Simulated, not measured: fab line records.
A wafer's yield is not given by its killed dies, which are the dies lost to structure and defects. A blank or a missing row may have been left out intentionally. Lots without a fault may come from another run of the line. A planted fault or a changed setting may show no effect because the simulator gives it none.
Matching of chambers + flow nand-harc + cmp-04 running NHARC_P_BONDPAD_CMP_19: 4 sister chambers
The step polishes, t overpolish 30 s, cu recess touch 16 s, target thk 160.81 nm. 14 wafers are shown with their chamber, then 7 later ones without.

== EACH WAFER AND ITS CHAMBER ==
| wafer  | chamber | motor-current-A (A) | overpolish-run-s (s) |
|--------|---------|---------------------|----------------------|
| L953.2 | 2       | 11.3                | 30.005               |
| L953.3 | 0       | 12.8                | 29.999               |
| L953.4 | 3       | 10.5                | 30.006               |
| L960.3 | 0       | 12.3                | 29.999               |
| L960.4 | 1       | 13.3                | 30.007               |
| L960.6 | 3       | 11.1                | 30.002               |
| L961.2 | 2       | 11.2                | 29.988               |
| L961.5 | 1       | 12.9                | 29.992               |
| L961.6 | 0       | 12.2                | 29.982               |
| L964.3 | 2       | 11.8                | 29.986               |
| L964.4 | 3       | 10.9                | 30.002               |
| L964.5 | 1       | 12.7                | 29.978               |
| L966.1 | 2       | 11.8                | 30.009               |
| L966.4 | 3       | 11.2                | 29.990               |

SIGNATURES (averages over the wafers above)
| reading          | chamber 0 | chamber 1 | chamber 2 | chamber 3 | scatter within a chamber |
|------------------|-----------|-----------|-----------|-----------|--------------------------|
| motor-current-A  | 12.433    | 12.967    | 11.525    | 10.925    | 0.314                    |
| overpolish-run-s | 29.99333  | 29.99233  | 29.99700  | 30.00000  | 0.0108                   |
Rule: a wafer lies at a distance from a chamber equal to the root of the sum of squares, over the readings, of (its reading less the chamber's mean, divided by the reading's scatter). The wafer belongs to the nearest chamber; if the next one is less than 2 further off, it can't be placed. The scatter: the root of (the sum of the squares of (reading less its chamber's mean) over the shown wafers, divided by (wafers less chambers)).

== WAFERS WITHOUT THEIR CHAMBER ==
| wafer  | motor-current-A (A) | overpolish-run-s (s) |
|--------|---------------------|----------------------|
| L966.5 | 13.2                | 29.985               |
| L968.1 | 11.3                | 29.997               |
| L968.3 | 13.0                | 29.991               |
| L968.5 | 12.0                | 30.013               |
| L971.1 | 12.9                | 29.992               |
| L971.5 | 12.0                | 29.995               |
| L971.6 | 11.1                | 29.997               |

== CHAMBER TAKEN BY EACH ==
| wafer  | from the rows above               | in truth |
|--------|-----------------------------------|----------|
| L966.5 | can't be placed: 1 or 0           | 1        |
| L968.1 | can't be placed: 2 or 3           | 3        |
| L968.3 | can't be placed: 1 or 0           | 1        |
| L968.5 | can't be placed: 2 or 0 or 1 or 3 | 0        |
| L971.1 | can't be placed: 1 or 0           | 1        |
| L971.5 | can't be placed: 0 or 2 or 1      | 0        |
| L971.6 | can't be placed: 3 or 2           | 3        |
0 of 7 placed correctly. Not placeable from these rows: 7 (in 7, the candidates include the true chamber). 0 placed wrongly.
